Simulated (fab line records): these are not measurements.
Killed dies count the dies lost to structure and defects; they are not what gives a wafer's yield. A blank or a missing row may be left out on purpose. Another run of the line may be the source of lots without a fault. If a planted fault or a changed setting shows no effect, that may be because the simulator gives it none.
Which tool is to blame?	flow n5_finfet	72 wafers from 24 lots sampled at 6 of the route's 1938 steps

## WHAT EACH GAUGE READ, for each wafer
N5_BEOL_M7_CD_MEAS_11: target cd 38.5 nm.
lot	measured	on	cd_nm (nm)
L074	day 9 04:46	cd_sem-02	37.9 38.9 38.6
L076	day 9 16:31	cd_sem-02	38.8 38.4 38.3
L075	day 10 12:04	cd_sem-01	38.8 38.5 38.7
L078	day 10 14:47	cd_sem-01	38.3 38.6 38.0
L077	day 10 21:58	cd_sem-01	38.2 38.4 38.6
L083	day 11 14:14	cd_sem-02	38.9 37.9 38.9
L079	day 11 17:01	cd_sem-01	38.3 38.6 39.0
L081	day 11 20:01	cd_sem-02	38.1 38.2 37.8
L080	day 12 00:58	cd_sem-03	38.0 38.8 38.3
L082	day 12 11:17	cd_sem-03	38.5 38.5 38.4
L084	day 12 11:59	cd_sem-01	39.0 39.3 39.1
L087	day 12 12:01	cd_sem-01	38.4 38.8 38.8
L085	day 13 01:04	cd_sem-03	38.2 38.4 39.0
L086	day 13 06:46	cd_sem-02	38.1 38.1 37.8
L090	day 13 11:26	cd_sem-03	39.1 39.3 38.9
L088	day 13 12:08	cd_sem-02	39.5 39.1 38.7
L089	day 13 20:26	cd_sem-03	38.2 38.6 38.4
L091	day 14 10:27	cd_sem-02	38.7 38.2 38.6
L092	day 14 13:43	cd_sem-03	38.8 38.2 38.6
L093	day 14 15:53	cd_sem-01	38.4 38.5 38.3
L096	day 14 19:25	cd_sem-02	39.1 39.0 38.7
L094	day 14 19:55	cd_sem-03	38.6 38.4 38.6
L095	day 15 00:26	cd_sem-01	38.8 39.0 38.7
L097	day 15 19:08	cd_sem-01	38.4 38.4 38.6

N5_BEOL_M7_CD_MEAS_35: target cd 40 nm.
lot	measured	on	cd_nm (nm)
L074	day 9 07:19	cd_sem-02	39.7 40.2 40.2
L076	day 9 19:38	cd_sem-02	41.1 39.4 40.1
L075	day 10 14:45	cd_sem-02	39.9 40.6 40.4
L078	day 10 17:25	cd_sem-02	39.2 39.8 39.3
L077	day 11 03:53	cd_sem-02	40.1 39.8 39.4
L083	day 11 16:28	cd_sem-02	40.3 39.5 40.3
L079	day 11 19:29	cd_sem-02	39.8 40.2 40.8
L081	day 12 00:53	cd_sem-02	39.4 40.1 39.5
L080	day 12 06:04	cd_sem-03	39.3 39.6 39.9
L082	day 12 15:38	cd_sem-02	39.8 39.5 39.7
L084	day 12 15:25	cd_sem-02	40.4 40.4 40.3
L087	day 12 16:02	cd_sem-02	40.3 39.7 40.3
L085	day 13 02:52	cd_sem-02	39.9 39.9 40.0
L086	day 13 08:54	cd_sem-02	40.0 39.6 38.6
L090	day 13 14:43	cd_sem-01	40.9 40.5 40.2
L088	day 13 15:06	cd_sem-03	40.3 40.3 40.0
L089	day 13 22:49	cd_sem-02	39.6 40.1 39.7
L091	day 14 13:20	cd_sem-01	39.8 39.5 39.9
L092	day 14 15:35	cd_sem-02	40.1 39.9 40.1
L093	day 14 19:35	cd_sem-03	39.9 40.2 40.7
L096	day 14 22:20	cd_sem-02	40.8 40.4 41.0
L094	day 14 22:46	cd_sem-01	40.4 39.7 40.4
L095	day 15 02:32	cd_sem-02	40.6 40.8 40.3
L097	day 15 22:34	cd_sem-01	39.9 39.9 40.1

## WHAT TOOL EACH LOT RAN ON (gives the tool, then ch and the chambers of the sampled wafers, and finally the start)
lot	N5_BEOL_M6_SPUTTER_48	N5_BEOL_M6_ANNEAL_51	N5_BEOL_M7_ETCH_72	N5_BEOL_M7_STRIP_80
L074	pvd_sputter-03, day 9 02:12	rtp_anneal-02 ch 0, day 9 02:25	rie_diel-04 ch 0,3, day 9 06:46	rie_diel-04 ch 0,3, day 9 07:19 or earlier
L076	pvd_sputter-01, day 9 12:32	rtp_anneal-01 ch 0, day 9 12:55	rie_diel-04 ch 1,2, day 9 19:06	rie_diel-04 ch 1,2, day 9 19:38 or earlier
L075	pvd_sputter-02, day 10 08:29	rtp_anneal-01 ch 0, day 10 08:58	rie_diel-02 ch 0,1,3, day 10 14:12	rie_diel-02 ch 0,1,3, day 10 14:45 or earlier
L078	pvd_sputter-03, day 10 10:35	rtp_anneal-02 ch 0, day 10 10:51	rie_diel-05 ch 0,2,3, day 10 16:52	rie_diel-05 ch 0,2,3, day 10 17:25 or earlier
L077	pvd_sputter-02, day 10 19:09	rtp_anneal-01 ch 0, day 10 19:22	rie_diel-02 ch 2,3, day 11 03:20	rie_diel-02 ch 2,3, day 11 03:53 or earlier
L083	pvd_sputter-02, day 11 11:20	rtp_anneal-02 ch 0, day 11 11:32	rie_diel-05 ch 0,1,3, day 11 15:55	rie_diel-05 ch 0,1,3, day 11 16:28 or earlier
L079	pvd_sputter-01, day 11 12:09	rtp_anneal-01 ch 0, day 11 12:59	rie_diel-05 ch 1,3, day 11 18:56	rie_diel-05 ch 1,3, day 11 19:29 or earlier
L081	pvd_sputter-03, day 11 15:38	rtp_anneal-01 ch 0, day 11 15:52	rie_diel-05 ch 0,2,3, day 12 00:20	rie_diel-05 ch 0,2,3, day 12 00:53 or earlier
L080	pvd_sputter-02, day 11 19:16	rtp_anneal-02 ch 0, day 11 19:28	rie_diel-05 ch 2,3, day 12 05:31	rie_diel-05 ch 2,3, day 12 06:04 or earlier
L082	pvd_sputter-01, day 12 07:39	rtp_anneal-02 ch 0, day 12 07:58	rie_diel-04 ch 1,2,3, day 12 15:05	rie_diel-04 ch 1,2,3, day 12 15:38 or earlier
L084	pvd_sputter-01, day 12 07:44	rtp_anneal-02 ch 0, day 12 08:11	rie_diel-02 ch 2,3, day 12 14:51	rie_diel-02 ch 2,3, day 12 15:25 or earlier
L087	pvd_sputter-01, day 12 08:32	rtp_anneal-01 ch 0, day 12 08:50	rie_diel-04 ch 0,1,2, day 12 15:29	rie_diel-04 ch 0,1,2, day 12 16:02 or earlier
L085	pvd_sputter-01, day 12 21:02	rtp_anneal-02 ch 0, day 12 21:17	rie_diel-05 ch 0,1,3, day 13 02:19	rie_diel-05 ch 0,1,3, day 13 02:52 or earlier
L086	pvd_sputter-02, day 13 02:56	rtp_anneal-01 ch 0, day 13 03:56	rie_diel-05 ch 0,1, day 13 08:21	rie_diel-05 ch 0,1, day 13 08:54 or earlier
L090	pvd_sputter-01, day 13 07:23	rtp_anneal-02 ch 0, day 13 07:35	rie_diel-02 ch 1,3, day 13 14:09	rie_diel-02 ch 1,3, day 13 14:43 or earlier
L088	pvd_sputter-03, day 13 09:21	rtp_anneal-02 ch 0, day 13 09:34	rie_diel-05 ch 0,1,2, day 13 14:32	rie_diel-05 ch 0,1,2, day 13 15:06 or earlier
L089	pvd_sputter-02, day 13 16:23	rtp_anneal-02 ch 0, day 13 16:58	rie_diel-02 ch 1,2,3, day 13 22:16	rie_diel-02 ch 1,2,3, day 13 22:49 or earlier
L091	pvd_sputter-03, day 14 07:23	rtp_anneal-01 ch 0, day 14 07:35	rie_diel-05 ch 0,3, day 14 12:47	rie_diel-05 ch 0,3, day 14 13:20 or earlier
L092	pvd_sputter-03, day 14 09:50	rtp_anneal-01 ch 0, day 14 11:01	rie_diel-05 ch 1,3, day 14 15:02	rie_diel-05 ch 1,3, day 14 15:35 or earlier
L093	pvd_sputter-03, day 14 12:37	rtp_anneal-01 ch 0, day 14 12:50	rie_diel-05 ch 2,3, day 14 19:02	rie_diel-05 ch 2,3, day 14 19:35 or earlier
L096	pvd_sputter-03, day 14 14:46	rtp_anneal-01 ch 0, day 14 15:26	rie_diel-02 ch 1,2, day 14 21:47	rie_diel-02 ch 1,2, day 14 22:20 or earlier
L094	pvd_sputter-03, day 14 16:59	rtp_anneal-01 ch 0, day 14 17:50	rie_diel-05 ch 1,2,3, day 14 22:13	rie_diel-05 ch 1,2,3, day 14 22:46 or earlier
L095	pvd_sputter-01, day 14 22:12	rtp_anneal-01 ch 0, day 14 22:38	rie_diel-04 ch 1,2,3, day 15 01:58	rie_diel-04 ch 1,2,3, day 15 02:32 or earlier
L097	pvd_sputter-03, day 15 14:54	rtp_anneal-02 ch 0, day 15 15:16	rie_diel-05 ch 0,3, day 15 22:01	rie_diel-05 ch 0,3, day 15 22:34 or earlier
- N5_BEOL_M6_SPUTTER_48: material Cu, target thk 10 nm, time 1.667 s.
- N5_BEOL_M6_ANNEAL_51: time 90 s.
- N5_BEOL_M7_ETCH_72: etches underlayer in N2/H2, target depth 6.5 nm, time 5.2 s.
- N5_BEOL_M7_STRIP_80: strips in N2/H2, time 10 s.

## WHAT THE TOOLS THEMSELVES READ (means of the sampled wafers that have a number; where no wafer has one, the mark that the record gives instead)
N5_BEOL_M6_SPUTTER_48.
lot	tool	chuck_sensor_temp_C (C)	throttle_valve_pct (%)
L074	pvd_sputter-03	-15.7	29.9
L076	pvd_sputter-01	-16.3	30.3
L075	pvd_sputter-02	-16.2	29.4
L078	pvd_sputter-03	-16.0	29.2
L077	pvd_sputter-02	-16.2	28.6
L083	pvd_sputter-02	-16.2	28.3
L079	pvd_sputter-01	-16.3	29.6
L081	pvd_sputter-03	-15.8	29.7
L080	pvd_sputter-02	-16.4	28.7
L082	pvd_sputter-01	-16.5	29.2
L084	pvd_sputter-01	-16.4	29.5
L087	pvd_sputter-01	-16.3	30.3
L085	pvd_sputter-01	-16.4	29.4
L086	pvd_sputter-02	-16.2	29.2
L090	pvd_sputter-01	-16.3	30.3
L088	pvd_sputter-03	-16.1	29.4
L089	pvd_sputter-02	-16.3	29.3
L091	pvd_sputter-03	-15.9	29.9
L092	pvd_sputter-03	-15.7	29.8
L093	pvd_sputter-03	-15.6	29.6
L096	pvd_sputter-03	-15.6	29.3
L094	pvd_sputter-03	-16.1	29.0
L095	pvd_sputter-01	-16.4	30.1
L097	pvd_sputter-03	-15.7	29.9

N5_BEOL_M6_ANNEAL_51.
lot	tool	anneal_temp_c (C)	wafer_temp_C_max
L074	rtp_anneal-02	225.16	226.30
L076	rtp_anneal-01	225.33	225.88
L075	rtp_anneal-01	225.00	225.92
L078	rtp_anneal-02	225.03	226.40
L077	rtp_anneal-01	224.80	225.80
L083	rtp_anneal-02	225.11	226.37
L079	rtp_anneal-01	224.84	225.84
L081	rtp_anneal-01	224.98	225.80
L080	rtp_anneal-02	225.21	226.28
L082	rtp_anneal-02	225.03	226.10
L084	rtp_anneal-02	224.78	226.44
L087	rtp_anneal-01	225.30	226.08
L085	rtp_anneal-02	225.05	226.23
L086	rtp_anneal-01	225.12	226.00
L090	rtp_anneal-02	225.05	226.36
L088	rtp_anneal-02	224.86	226.05
L089	rtp_anneal-02	224.61	226.41
L091	rtp_anneal-01	224.92	226.13
L092	rtp_anneal-01	225.04	225.76
L093	rtp_anneal-01	224.88	225.97
L096	rtp_anneal-01	224.98	226.02
L094	rtp_anneal-01	225.15	226.17
L095	rtp_anneal-01	225.17	225.94
L097	rtp_anneal-02	225.10	226.10

N5_BEOL_M7_ETCH_72.
lot	tool	drypump_motor_current_A (A)	etch_rf_on_time_s (s)	oes_product_au (a.u.)	rf_fwd_power_W (W)	rf_vpp_V (V)	showerhead_plenum_p_Torr (Torr)	throttle_valve_pct (%)
L074	rie_diel-04	5.8	5.20	0.59	818.8	521.6	2.43	18.08
L076	rie_diel-04	5.9	5.12	0.65	820.2	525.3	2.57	17.97
L075	rie_diel-02	5.6	5.15	0.67	819.6	524.0	2.58	18.01
L078	rie_diel-05	5.5	5.26	0.66	818.2	523.9	2.51	17.97
L077	rie_diel-02	5.1	5.15	0.62	820.5	524.2	2.53	17.98
L083	rie_diel-05	5.9	5.27	0.59	821.2	523.2	2.51	18.17
L079	rie_diel-05	6.0	5.26	0.60	819.0	522.3	2.51	18.26
L081	rie_diel-05	5.5	5.27	0.65	820.0	523.1	2.51	18.00
L080	rie_diel-05	5.5	5.20	0.72	816.6	523.0	2.50	17.84
L082	rie_diel-04	5.9	5.13	0.69	820.9	525.6	2.58	17.93
L084	rie_diel-02	5.3	5.15	0.62	818.7	523.1	2.54	17.84
L087	rie_diel-04	6.1	5.20	0.62	819.4	522.8	2.52	17.99
L085	rie_diel-05	5.9	5.25	0.58	818.2	522.7	2.50	18.19
L086	rie_diel-05	6.3	5.19	0.58	818.9	523.6	2.50	18.10
L090	rie_diel-02	5.2	5.16	0.65	815.5	523.8	2.58	17.95
L088	rie_diel-05	5.9	5.16	0.64	820.2	522.7	2.50	17.93
L089	rie_diel-02	5.4	5.12	0.66	817.6	525.5	2.59	17.81
L091	rie_diel-05	5.5	5.33	0.57	819.7	523.8	2.50	18.26
L092	rie_diel-05	6.3	5.22	0.58	817.1	523.9	2.50	18.23
L093	rie_diel-05	5.5	5.26	0.69	818.0	521.7	2.49	17.85
L096	rie_diel-02	5.8	5.16	0.69	817.7	525.8	2.65	17.63
L094	rie_diel-05	5.9	5.29	0.63	818.4	522.9	2.50	18.05
L095	rie_diel-04	5.9	5.13	0.67	818.2	524.3	2.58	17.99
L097	rie_diel-05	5.5	5.24	0.74	819.9	521.2	2.50	17.90

N5_BEOL_M7_STRIP_80.
lot	tool	drypump_motor_current_A (A)	oes_product_au (a.u.)	rf_vpp_V (V)	showerhead_plenum_p_Torr (Torr)	throttle_valve_pct (%)
L074	rie_diel-04	5.9	0.70	59.4	2.43	23.75
L076	rie_diel-04	5.9	0.76	59.1	2.56	23.74
L075	rie_diel-02	5.5	0.78	60.6	2.58	23.81
L078	rie_diel-05	5.5	0.78	58.6	2.51	23.76
L077	rie_diel-02	5.1	0.73	58.6	2.53	23.73
L083	rie_diel-05	5.9	0.69	58.7	2.50	23.89
L079	rie_diel-05	6.0	0.70	58.9	2.50	23.97
L081	rie_diel-05	5.5	0.76	60.2	2.50	23.76
L080	rie_diel-05	5.5	0.84	58.9	2.49	23.68
L082	rie_diel-04	5.9	0.81	59.0	2.58	23.74
L084	rie_diel-02	5.3	0.73	59.0	2.53	23.58
L087	rie_diel-04	6.1	0.73	59.5	2.52	23.72
L085	rie_diel-05	5.9	0.68	58.7	2.50	23.89
L086	rie_diel-05	6.3	0.67	58.5	2.50	23.83
L090	rie_diel-02	5.2	0.77	58.9	2.57	23.74
L088	rie_diel-05	5.9	0.75	59.6	2.50	23.71
L089	rie_diel-02	5.4	0.77	58.2	2.58	23.57
L091	rie_diel-05	5.5	0.68	59.2	2.50	23.97
L092	rie_diel-05	6.3	0.67	58.5	2.50	23.94
L093	rie_diel-05	5.5	0.81	58.9	2.49	23.70
L096	rie_diel-02	5.8	0.81	59.4	2.64	23.38
L094	rie_diel-05	5.9	0.74	59.2	2.49	23.84
L095	rie_diel-04	5.9	0.79	59.5	2.57	23.75
L097	rie_diel-05	5.5	0.87	58.6	2.49	23.67

## THE ANSWER, worked out from the rows above alone
Rule: usual is defined by the lots themselves. Put in order of their means at a reading, lots are off if they are a third of the lots or fewer, leave a main group of 4 or more, and stand apart from it by a gap of 3 or more times the standard deviation of the main group's means; of several such gaps the widest counts. Not used: any main group whose means are identical at the precision the tables above print for the reading. A lot without any number at a reading at which 4 lots or more have one is off too. Any other lot the step has rows for is counted as sound. After the gauges, taken in route order, come the tools' own readings; for these a lot's mean is taken, as printed above. At the first step where some lot is off, the reading lying furthest off is the one used; lots without a number count as furthest.
Nothing can be told from this: no lot is off at any reading shown.

## WHAT THE SIMULATOR HAD PUT IN
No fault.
